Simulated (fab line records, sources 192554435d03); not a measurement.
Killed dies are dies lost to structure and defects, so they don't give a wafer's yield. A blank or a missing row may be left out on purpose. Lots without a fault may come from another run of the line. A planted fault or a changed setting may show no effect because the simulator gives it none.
fab line records | flow n5_finfet
record lots=7 wafers=39
route steps=1938 shown BEOL_M4@1083 BEOL_M7@1299
start_h: hours from the record's first day to the start of the lot's first wafer shown | wait_h: hours since the lot's step before | " the same as in the row above | L1.1+2: a row that stands for several wafers | - no value, or no start given | * or withheld: withheld | < > ~ a bound
route shown NAME@n: a module of which the file shows steps, and the number in the route of the first | usual: mean/standard deviation of fault-free wafers | same: alike in all rows | chamber/n: place in a boat | sites: the reading at each site | _std_site: their standard deviation | _edge_site: outer sites' mean less inner sites' | radius_mm: how far each site lies from the wafer's centre | mask NAME#n: copy n | behind: the tool/chamber that last shaped the wafer | hold: why the lot was held/for how many hours/how that ended | device: the transistor (n, p or np) that didn't switch | end of line: the same wafers' tests at the end of the route | a step without rows: its recipe alone | killed: dies lost to structure and defects at the first sort, not the wafer's yield | map: a wafer's dies, x killed, . not, _ none there
set.NAME: the setting as run; set.NAME@STEP: as run at that earlier step | model.NAME: the simulator's own value behind a step, which no gauge read
lots whose settings were changed on purpose; a table a step, a row a wafer
## steps
# step N5_BEOL_M4_CVD_47
# recipe material=Co target_thk_a=30 temp_c=withheld precursor=CCTBA/H2 pressure_torr=30 time_s=223.8
# columns lot.wafer tool chamber start_h wait_h set.target_thk_a model.Co_of_BEOL_M4_CVD_47.thk_nm
L074.1+2+4+6 cvd_co-02 1,2,2,1 182.56 0.1 30 3
L074.3+5 " 0 " " 30 3.2
L078.1+5 cvd_co-01 1 189.01 0.0 30 3
L078.2+3+4+6 " 2,0,0,2 " " 30 3.2
L077.1 cvd_co-01 0 205.58 0.1 21.35 2.4
L077.2+6 " 1 " " 30 3
L077.3+4 " 2 " " 21.35 2.2
L077.5 " 0 " " 30 3.2
L079.1+2 cvd_co-01 0,1 205.86 0.1 30 3
L079.5 " 2 " " 30 3.2
L086.1 cvd_co-02 0 271.91 0.3 30 3.2
L086.2+6 " 2,1 " " 37.52 3.8
L086.3+5 " 1,2 " " 30 3
L086.4 " 0 " " 37.52 4
L092.1+3+4 cvd_co-01 2,0,1 304.08 0.1 23.56 2.4
L092.2+5+6 " 1,0,2 " " 30 3
L094.1 cvd_co-01 1 315.52 0.0 20.94 2.4
L094.2+5 " 0 " " 20.94 2.2
L094.3+4+6 " 2,1,2 " " 30 3
# step N5_BEOL_M4_SPUTTER_48
# recipe material=Cu target_thk_a=45 temp_c=-20 chamber_pressure_pa=0.07 power_w=withheld time_s=8.29
# step N5_BEOL_M4_ANNEAL_49
# recipe temp_c=400 time_s=240 ambient=vacuum
# step N5_BEOL_M4_RC_MEAS_101
# usual CJ_N=4.34/0.066 CJ_P=5.82/0.23 COMB_M1=5.7e-11/1.2e-11 COMB_M2=5.6e-11/1.3e-11 COMB_M3=5.9e-11/1.2e-11 COMB_M4=5.8e-11/1.2e-11 DIBL_N=36.5/1.9 DIBL_P=36.4/2.2 EOT_N=10.53/0.11 EOT_P=10.48/0.1 IGATE_N=0.0124/0.0019 IGATE_P=0.0036/0.00058 IOFF_N=0.17/0.034 IOFF_N_85C=3.2/0.54 IOFF_N_LIN=0.076/0.013 IOFF_N_LONG=5.56e-05/2.3e-06 IOFF_P=0.21/0.036 IOFF_P_85C=3.6/0.51 IOFF_P_LIN=0.097/0.012 IOFF_P_LONG=0.000102/8.3e-06 ION_N=678/12 ION_P=462/7.1 RC_DENSE_N=18.7/0.5 RC_DENSE_P=23.4/0.65 RC_N=15.3/0.4 RC_P=19.1/0.51 REXT_N=74.9/1.9 REXT_P=99.3/2.3 RS_NWELL=1037/7 RS_PWELL=3009/22 RS_SD_N=28.3/0.34 RS_SD_P=65.7/1 SERP_M1=199/15 SERP_M2=196/18 SERP_M3=208/15 SERP_M4=198/16 SS_N=71.7/0.61 SS_P=73.4/0.71 VT_N=249/3.5 VT_N_LONG=274.7/2.1 VT_N_LVT=97/3.6 VT_P=-251/3 VT_P_LONG=-276.7/2.8 VT_P_LVT=-98.7/2.8
# columns lot.wafer tool chamber start_h wait_h set.target_thk_a@BEOL_M4_CVD_47 CJ_N CJ_P COMB_M1[S/m] COMB_M2[S/m] COMB_M3[S/m] COMB_M4[S/m] DIBL_N[mV/V] DIBL_P[mV/V] EOT_N EOT_P IGATE_N[nA/um] IGATE_P[nA/um] IOFF_N[nA/um] IOFF_N_85C[nA/um] IOFF_N_LIN[nA/um] IOFF_N_LONG[nA/um] IOFF_P[nA/um] IOFF_P_85C[nA/um] IOFF_P_LIN[nA/um] IOFF_P_LONG[nA/um] ION_N[uA/um] ION_P[uA/um] RC_DENSE_N[ohm.um] RC_DENSE_P[ohm.um] RC_N[ohm.um] RC_P[ohm.um] REXT_N[ohm.um] REXT_P[ohm.um] RS_NWELL[ohm/sq] RS_PWELL[ohm/sq] RS_SD_N[ohm/sq] RS_SD_P[ohm/sq] SERP_M1[ohm/um] SERP_M2[ohm/um] SERP_M3[ohm/um] SERP_M4[ohm/um] SS_N[mV/dec] SS_P[mV/dec] VT_N[mV] VT_N_LONG[mV] VT_N_LVT[mV] VT_P[mV] VT_P_LONG[mV] VT_P_LVT[mV]
L074.1 prober-01 0 185.69 0.0 30 4.41 5.41 5.9e-11 6.3e-11 6.6e-11 4.8e-11 37.4 36.8 10.53 10.43 0.0132 0.0038 0.19 3.6 0.087 5.63e-05 0.22 3.9 0.102 9.6e-05 689 459 18.9 23.6 15.4 19.0 73.8 100.5 1047 3002 28.6 66.2 187 189 198 217 72.2 74.1 246 275.5 92 -253 -276.3 -97.7
L074.2 " 0 " " 30 4.37 5.71 7.4e-11 5.1e-11 8.7e-11 4.6e-11 37.7 37.9 10.57 10.45 0.0126 0.0036 0.21 3.9 0.095 5.62e-05 0.25 4.3 0.111 0.000101 689 467 19.5 24.2 16.0 19.9 74.9 101.6 1040 3017 28.5 66.1 197 181 211 193 72.5 74.7 244 275.1 90 -249 -275.6 -95.1
L074.3 " 0 " " 30 4.32 5.69 7e-11 4.4e-11 7.4e-11 5.7e-11 36.6 37.3 10.67 10.64 0.0101 0.0029 0.18 3.5 0.083 5.63e-05 0.23 4.1 0.105 0.000102 679 465 19.0 23.6 15.5 19.2 74.2 100.8 1040 3014 28.4 66.2 185 197 234 192 71.9 74.8 248 275.7 93 -250 -274.4 -95.2
L074.4 " 0 " " 30 4.40 6.01 7e-11 5.2e-11 6.9e-11 5e-11 35.6 35.5 10.67 10.58 0.0093 0.0026 0.15 3.0 0.073 5.65e-05 0.20 3.6 0.094 0.000106 672 459 18.7 23.5 15.3 19.0 73.5 100.4 1047 3007 28.7 66.0 178 168 202 198 71.5 73.1 252 274.5 95 -252 -275.4 -97.5
L074.5 " 0 " " 30 4.41 5.57 5.5e-11 5.7e-11 7.9e-11 4e-11 37.5 37.5 10.70 10.60 0.0101 0.0029 0.19 3.7 0.088 5.62e-05 0.23 4.0 0.103 9.8e-05 683 461 18.2 22.9 15.0 18.6 73.9 101.4 1037 2999 28.9 67.2 167 195 224 213 72.7 73.5 246 275.7 93 -251 -277.4 -96.8
L074.6 " 0 " " 30 4.31 5.70 7.1e-11 6e-11 6.7e-11 5.9e-11 36.9 37.2 10.58 10.35 0.0138 0.0040 0.17 3.3 0.080 5.6e-05 0.23 3.9 0.101 0.0001 681 462 19.1 24.0 15.5 19.5 74.2 100.7 1039 3016 28.6 65.7 173 193 194 200 71.7 73.8 249 276.5 95 -251 -276.9 -96.8
L078.1 prober-01 0 192.72 0.0 30 3.94 5.15 5.6e-11 5.8e-11 4.5e-11 6.8e-11 35.4 35.1 10.61 10.41 0.0118 0.0030 0.17 3.2 0.078 5.85e-05 0.19 3.5 0.095 0.000103 690 467 19.7 24.3 15.9 20.0 77.3 103.5 1023 2963 28.4 67.5 186 238 215 188 70.9 73.2 249 273.0 92 -251 -271.9 -95.1
L078.2 " 0 " " 30 4.42 5.87 9.1e-11 5.4e-11 4e-11 5.9e-11 34.3 34.1 10.57 10.47 0.0127 0.0033 0.14 2.8 0.066 6.21e-05 0.19 3.3 0.094 0.000117 681 467 19.6 24.8 16.2 20.0 76.8 98.5 1035 3027 28.0 66.6 199 236 228 188 71.1 72.9 251 272.4 96 -249 -273.0 -95.4
L078.3 " 0 " " 30 3.93 5.88 6.7e-11 5.3e-11 5.7e-11 5.9e-11 34.4 34.8 10.67 10.58 0.0109 0.0028 0.15 3.0 0.073 5.74e-05 0.20 3.6 0.100 0.000115 676 465 19.7 24.6 16.1 20.0 77.6 99.7 1022 2942 28.1 65.0 208 236 216 190 70.5 72.9 249 274.9 92 -249 -273.4 -93.8
L078.4 " 0 " " 30 4.40 5.78 6.3e-11 4.5e-11 4.9e-11 6.8e-11 36.2 36.3 10.63 10.61 0.0110 0.0028 0.18 3.4 0.083 6.18e-05 0.21 3.8 0.104 0.000113 689 469 19.5 24.1 16.1 19.9 76.0 100.7 1045 3049 28.3 66.3 196 240 192 188 70.6 73.3 246 271.1 91 -245 -270.6 -92.9
L078.5 " 0 " " 30 4.33 5.48 7e-11 5.1e-11 5.9e-11 5.1e-11 34.4 34.6 10.59 10.62 0.0124 0.0032 0.15 2.9 0.070 6.01e-05 0.20 3.6 0.098 0.000108 676 471 19.4 24.1 15.9 19.8 77.6 99.0 1037 3013 28.5 67.0 170 238 205 184 70.9 73.6 250 273.1 94 -248 -271.5 -93.5
L078.6 " 0 " " 30 4.05 5.71 6.8e-11 5.4e-11 9.5e-11 6e-11 36.0 35.7 10.53 10.59 0.0128 0.0033 0.18 3.4 0.079 5.9e-05 0.21 3.6 0.101 0.000111 681 462 19.8 24.6 16.1 20.1 76.8 100.8 1033 2947 28.6 66.3 220 254 214 177 71.8 73.7 248 272.9 92 -247 -271.5 -94.0
L077.1 prober-01 0 208.65 0.0 21.35 4.74 5.36 6e-11 4.7e-11 5.6e-11 5.5e-11 31.8 32.8 10.47 10.44 0.0129 0.0038 0.11 2.2 0.054 5.99e-05 0.12 2.4 0.062 0.000105 659 435 18.8 23.5 15.5 19.3 72.3 113.1 1050 3116 28.4 89.9 225 224 200 148 70.5 72.3 256 276.9 105 -263 -272.1 -111.9
L077.2 " 0 " " 30 4.73 4.78 7.6e-11 6.2e-11 6e-11 1.07e-10 37.5 40.1 10.73 10.52 0.0102 0.0030 0.20 3.8 0.093 5.94e-05 0.21 3.6 0.092 9.9e-05 684 446 18.9 23.8 15.7 19.3 72.5 114.4 1043 3091 28.4 90.3 195 195 218 192 71.5 73.8 245 274.7 96 -256 -275.6 -105.0
L077.3 " 0 " " 21.35 4.80 4.55 5.7e-11 5.9e-11 6.4e-11 7.2e-11 35.1 35.5 10.59 10.54 0.0111 0.0033 0.17 3.2 0.079 5.9e-05 0.22 3.8 0.106 9.9e-05 683 469 19.0 23.8 15.4 19.3 72.1 102.0 1042 3110 28.3 66.3 199 180 205 151 71.8 73.2 250 273.0 98 -249 -272.9 -97.7
L077.4 " 0 " " 21.35 4.34 5.55 7.1e-11 4.8e-11 6.5e-11 6.6e-11 35.3 35.8 10.56 10.45 0.0118 0.0035 0.17 3.2 0.079 5.69e-05 0.23 3.9 0.109 0.000108 677 470 18.2 22.8 14.9 18.7 72.1 99.3 1038 3040 28.6 64.9 186 224 189 158 71.5 73.9 246 273.8 98 -249 -274.6 -96.6
L077.5 " 0 " " 30 4.35 5.94 8.2e-11 4.7e-11 5.7e-11 5.9e-11 36.2 38.3 10.67 10.52 0.0102 0.0030 0.19 3.6 0.090 5.7e-05 0.19 3.3 0.085 0.000115 694 447 18.4 22.8 14.9 18.6 71.8 113.4 1041 3029 28.6 91.0 202 221 208 195 71.7 73.5 246 272.0 95 -258 -272.4 -105.9
L077.6 " 0 " " 30 4.38 5.53 7.4e-11 3.9e-11 5.2e-11 7e-11 35.2 34.8 10.39 10.35 0.0151 0.0044 0.16 3.0 0.073 5.61e-05 0.21 3.6 0.102 0.000106 679 466 18.2 23.0 15.0 18.7 71.0 100.1 1041 3024 28.1 65.6 208 208 208 193 70.9 72.8 250 276.0 100 -249 -274.4 -99.0
L079.1 prober-02 0 209.41 0.0 30 4.29 5.57 5.4e-11 3.3e-11 5.2e-11 7.3e-11 38.1 38.5 10.52 10.46 0.0117 0.0035 0.20 3.9 0.091 5.69e-05 0.25 4.1 0.114 0.000101 687 464 19.3 24.1 15.6 19.8 78.4 103.6 1049 3018 28.3 67.6 187 193 196 192 71.9 73.6 246 274.0 94 -249 -279.3 -96.5
L079.2 " 0 " " 30 4.17 5.67 4.7e-11 4.6e-11 4.3e-11 6.2e-11 39.7 41.1 10.69 10.58 0.0102 0.0030 0.24 4.4 0.105 5.61e-05 0.31 5.0 0.131 0.0001 690 470 18.7 23.9 15.5 19.4 78.8 101.4 1042 3034 28.2 66.8 203 182 194 202 73.1 75.1 242 273.4 91 -247 -276.6 -92.9
L079.5 " 0 " " 30 4.33 5.69 5.7e-11 5.5e-11 4.7e-11 6.5e-11 38.7 37.9 10.45 10.54 0.0118 0.0035 0.23 4.2 0.100 5.75e-05 0.26 4.1 0.114 0.000103 690 466 18.7 23.3 15.2 19.2 76.9 104.5 1049 3014 28.4 66.6 204 199 214 200 71.9 74.1 244 273.7 93 -250 -275.2 -96.2
L086.1 prober-01 0 276.51 0.0 30 4.38 5.20 5.3e-11 8.3e-11 6.5e-11 6.4e-11 38.7 36.9 10.62 10.55 0.0111 0.0033 0.17 3.3 0.078 5.41e-05 0.20 3.5 0.092 8.6e-05 686 460 18.4 22.6 15.1 18.9 72.6 96.4 1036 3015 28.3 65.0 201 201 208 189 71.9 73.5 248 275.8 99 -252 -278.4 -102.2
L086.2 " 0 " " 37.52 4.46 5.49 5.1e-11 1.08e-10 6.6e-11 6.7e-11 37.4 35.4 10.40 10.55 0.0120 0.0036 0.15 2.9 0.067 5.3e-05 0.18 3.2 0.087 8.7e-05 657 455 18.2 22.5 14.8 18.3 72.4 95.8 1038 2983 28.4 65.0 186 207 201 253 71.2 73.8 254 277.9 102 -254 -280.6 -103.4
L086.3 " 0 " " 30 4.32 6.01 4.9e-11 6.7e-11 6.9e-11 5.5e-11 36.4 34.9 10.65 10.63 0.0099 0.0029 0.13 2.6 0.060 5.32e-05 0.18 3.2 0.085 9.6e-05 655 452 18.0 22.2 14.7 18.2 72.9 93.4 1032 3006 28.3 65.2 191 178 199 183 71.4 73.2 254 276.5 104 -254 -279.5 -102.9
L086.4 " 0 " " 37.52 4.76 5.02 4e-11 4.9e-11 6.4e-11 7.9e-11 39.7 39.2 10.64 10.68 0.0097 0.0029 0.19 3.7 0.087 5.64e-05 0.24 4.0 0.104 8.3e-05 689 467 18.3 22.6 15.2 18.6 71.6 94.0 1048 3060 28.3 65.6 185 204 196 266 72.4 74.3 249 278.9 97 -252 -278.8 -99.0
L086.5 " 0 " " 30 4.68 5.40 4.8e-11 6.5e-11 4.6e-11 6.4e-11 37.5 36.9 10.46 10.71 0.0110 0.0033 0.15 3.0 0.071 5.55e-05 0.20 3.5 0.094 8.6e-05 668 458 17.7 21.9 14.5 18.0 72.9 92.8 1044 3099 28.1 65.4 199 180 204 179 71.6 72.9 251 277.5 101 -254 -277.8 -100.6
L086.6 " 0 " " 37.52 4.66 4.78 5e-11 1.04e-10 6.2e-11 8.9e-11 36.6 35.3 10.47 10.51 0.0123 0.0036 0.14 2.7 0.066 5.6e-05 0.18 3.2 0.087 8.2e-05 678 459 18.2 22.4 14.8 18.3 72.3 94.9 1052 3042 27.6 64.5 211 190 191 273 71.3 73.1 249 278.6 102 -255 -275.9 -101.6
L092.1 prober-01 0 307.10 0.0 23.56 4.24 5.63 6.7e-11 6.9e-11 5.1e-11 5.7e-11 33.9 34.5 10.29 10.21 0.0162 0.0044 0.13 2.6 0.063 5.31e-05 0.16 2.9 0.077 8.8e-05 677 457 18.8 23.1 15.4 19.1 74.9 97.1 1038 3021 27.8 64.7 212 175 197 151 71.3 73.2 256 275.7 100 -256 -279.2 -103.3
L092.2 " 0 " " 30 4.29 5.91 5.6e-11 7.3e-11 4.6e-11 6.1e-11 35.0 36.1 10.56 10.51 0.0110 0.0030 0.15 3.0 0.070 5.25e-05 0.18 3.2 0.084 9.4e-05 666 455 19.5 24.2 16.0 19.7 76.5 98.2 1032 2991 28.1 64.0 211 174 216 204 71.2 74.0 251 277.6 99 -254 -281.8 -101.4
L092.3 " 0 " " 23.56 4.33 5.75 4.7e-11 6.8e-11 5.3e-11 4.2e-11 30.1 30.3 10.38 10.44 0.0138 0.0038 0.09 1.9 0.047 5.47e-05 0.12 2.3 0.064 9.2e-05 664 455 18.5 23.0 15.1 18.6 74.5 95.3 1030 3004 27.8 64.0 203 181 198 153 70.3 71.6 258 276.9 104 -260 -280.5 -106.8
L092.4 " 0 " " 23.56 4.40 6.10 4.9e-11 6.7e-11 5.4e-11 6.3e-11 33.3 34.4 10.49 10.40 0.0139 0.0039 0.14 2.7 0.067 5.38e-05 0.16 3.0 0.081 9.9e-05 686 462 19.7 24.3 16.1 20.0 74.8 97.7 1034 3049 27.9 65.4 211 162 182 151 72.0 72.5 250 277.0 98 -254 -279.8 -103.1
L092.5 " 0 " " 30 4.22 5.83 5.5e-11 5.2e-11 6.1e-11 4.4e-11 33.8 34.5 10.47 10.48 0.0134 0.0037 0.12 2.5 0.060 5.33e-05 0.16 3.0 0.079 9.2e-05 662 455 19.5 24.1 15.9 19.6 76.1 97.3 1033 2985 28.0 64.7 188 199 179 186 71.7 73.3 254 276.6 101 -253 -281.1 -102.9
L092.6 " 0 " " 30 4.26 6.07 5.5e-11 6.9e-11 3.9e-11 4.5e-11 35.5 36.3 10.42 10.30 0.0138 0.0038 0.16 3.1 0.073 5.42e-05 0.19 3.4 0.090 9.7e-05 674 456 18.6 23.2 15.2 18.9 75.0 96.0 1033 3034 28.3 64.5 212 187 214 176 71.9 73.9 250 276.1 97 -253 -283.0 -100.5
L094.1 prober-01 0 318.58 0.0 20.94 4.27 5.68 5.6e-11 6.5e-11 5.3e-11 4.4e-11 38.7 38.4 10.61 10.53 0.0096 0.0029 0.20 3.7 0.090 5.26e-05 0.27 4.4 0.117 0.000105 687 466 18.8 23.4 15.3 19.0 75.6 98.5 1026 3048 28.6 64.8 218 204 205 183 72.4 74.0 247 274.4 96 -246 -272.7 -95.7
L094.2 " 0 " " 20.94 4.47 5.69 5e-11 5.8e-11 6.1e-11 4.5e-11 36.4 35.0 10.45 10.46 0.0126 0.0038 0.16 3.1 0.075 5.47e-05 0.21 3.6 0.099 0.000104 684 465 18.9 23.4 15.5 19.1 73.2 95.9 1026 3041 28.1 63.9 195 181 228 166 71.9 73.6 249 276.9 98 -250 -274.9 -98.1
L094.3 " 0 " " 30 4.40 6.04 3.8e-11 5.7e-11 6.5e-11 5.3e-11 35.9 34.8 10.48 10.33 0.0153 0.0046 0.14 2.7 0.065 5.42e-05 0.20 3.5 0.095 0.000112 678 468 19.4 24.0 16.0 19.6 74.6 96.4 1027 3031 28.2 65.9 191 196 187 194 71.1 73.4 252 273.6 100 -253 -277.0 -99.5
L094.4 " 0 " " 30 4.38 5.94 3.8e-11 3.9e-11 6.5e-11 5.5e-11 39.7 40.1 10.49 10.48 0.0123 0.0037 0.23 4.2 0.101 5.34e-05 0.30 4.8 0.127 0.000109 694 468 18.8 23.2 15.3 19.0 73.9 97.2 1040 3046 27.9 65.3 191 165 197 229 72.2 74.4 246 276.4 93 -245 -275.8 -94.1
L094.5 " 0 " " 20.94 4.31 5.74 4.3e-11 4.9e-11 6.5e-11 4.9e-11 36.0 35.4 10.56 10.50 0.0097 0.0029 0.16 3.1 0.076 5.4e-05 0.21 3.5 0.099 0.000106 690 459 19.3 23.8 15.7 19.3 74.9 98.0 1028 3042 27.9 65.2 199 200 206 149 71.7 73.3 250 275.1 98 -249 -277.0 -98.6
L094.6 " 0 " " 30 4.38 6.03 6.4e-11 5.7e-11 7.5e-11 4.4e-11 39.2 39.5 10.57 10.45 0.0125 0.0038 0.22 4.1 0.097 5.37e-05 0.29 4.8 0.125 0.000112 694 471 19.4 23.9 15.7 19.6 75.0 95.6 1042 3049 28.3 65.3 202 185 194 203 73.3 74.6 245 271.3 94 -248 -275.8 -94.3
# step N5_BEOL_M7_DESCUM_33
# recipe chemistry=O2 time_s=7 source_power_w=50 bias_power_w=20 pressure_mtorr=20 rf_frequency_hz=2.712e+07 temp_c=40 resist=CAR-EUV o2_flow_sccm=225
# columns lot.wafer tool chamber start_h wait_h set.time_s model.CAR-EUV_of_BEOL_M7_COAT_22.thk_nm
L074.1+4+5 rie_diel-02 3,3,2 216.42 0.3 4.172 27.4
L074.2+6 " 2,1 " " 7 26
L074.3 " 1 " " 7 26.2
L077.1+5 rie_diel-06 1,2 238.98 0.0 8.748 25.2
L077.2 " 2 " " 7 26
L077.3 " 3 " " 8.748 25.4
L077.4+6 " 0,1 " " 7 26.2
L078.1+4 rie_diel-02 3,2 239.15 0.0 7 26
L078.2+6 " 2,3 " " 8.479 25.2
L078.3 " 1 " " 8.479 25.4
L078.5 " 1 " " 7 26.2
L079.1+2+5 rie_diel-02 1,0,2 249.77 0.0 7 26
L086.1 rie_diel-05 0 303.19 0.2 3.122 28.2
L086.2+5 " 1,0 " " 3.122 28
L086.3+4+6 " 3,2,3 " " 7 26.2
L092.1+5 rie_diel-06 1 339.37 0.1 4.947 27
L092.2+4+6 " 3,0,2 " " 7 26.2
L092.3 " 2 " " 4.947 27.2
L094.1+3+6 rie_diel-02 3,0,1 341.15 0.0 7 26
L094.2+5 " 1,2 " " 3.546 27.8
L094.4 " 2 " " 3.546 27.6
# step N5_BEOL_M7_ETCH_72
# recipe chemistry=N2/H2 target=underlayer target_depth_a=65 mask_material=CAR-EUV time_s=5.2 ion_energy_ev=200 pressure_mtorr=30 source_w=840 bias_w=150 n2_flow_sccm=200 h2_flow_sccm=200 ends=cleared
# columns lot.wafer tool chamber start_h wait_h set.time_s@BEOL_M7_DESCUM_33 model.CAR-EUV_of_BEOL_M7_COAT_22.thk_nm
L074.1+4+5 rie_diel-02 3,3,2 216.45 0.0 4.172 21.6
L074.2+3+6 " 2,1,1 " " 7 20.2
L077.1+3 rie_diel-06 1,3 239.02 0.0 8.748 19.6
L077.2+4+6 " 2,0,1 " " 7 20.4
L077.5 " 2 " " 8.748 19.4
L078.1 rie_diel-02 3 239.18 0.0 7 20.2
L078.2+3 " 2,1 " " 8.479 19.6
L078.4+5 " 2,1 " " 7 20.4
L078.6 " 3 " " 8.479 19.4
L079.1 rie_diel-02 1 249.81 0.0 7 20.2
L079.2+5 " 0,2 " " 7 20.4
L086.1+2+5 rie_diel-05 0,1,0 303.22 0.0 3.122 22.4
L086.3+4+6 " 3,2,3 " " 7 20.4
L092.1+3+5 rie_diel-06 1,2,1 339.41 0.0 4.947 21.4
L092.2+4+6 " 3,0,2 " " 7 20.4
L094.1+3+6 rie_diel-02 3,0,1 341.19 0.0 7 20.2
L094.2+5 " 1,2 " " 3.546 22
L094.4 " 2 " " 3.546 21.8
## key
split step=N5_BEOL_M4_CVD_47 setting=target_thk_a stated=30 by=wafer
response step=N5_BEOL_M4_CVD_47 reading=model.Co_of_BEOL_M4_CVD_47.thk_nm change=+0.0276 per=1% r=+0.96
response step=N5_BEOL_M4_RC_MEAS_101 reading=SERP_M4 change=+1.86 per=1% r=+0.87
split step=N5_BEOL_M7_DESCUM_33 setting=time_s stated=7 by=wafer
response step=N5_BEOL_M7_DESCUM_33 reading=model.CAR-EUV_of_BEOL_M7_COAT_22.thk_nm change=-0.0338 per=1% r=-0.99
response step=N5_BEOL_M7_ETCH_72 reading=model.CAR-EUV_of_BEOL_M7_COAT_22.thk_nm change=-0.0354 per=1% r=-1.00
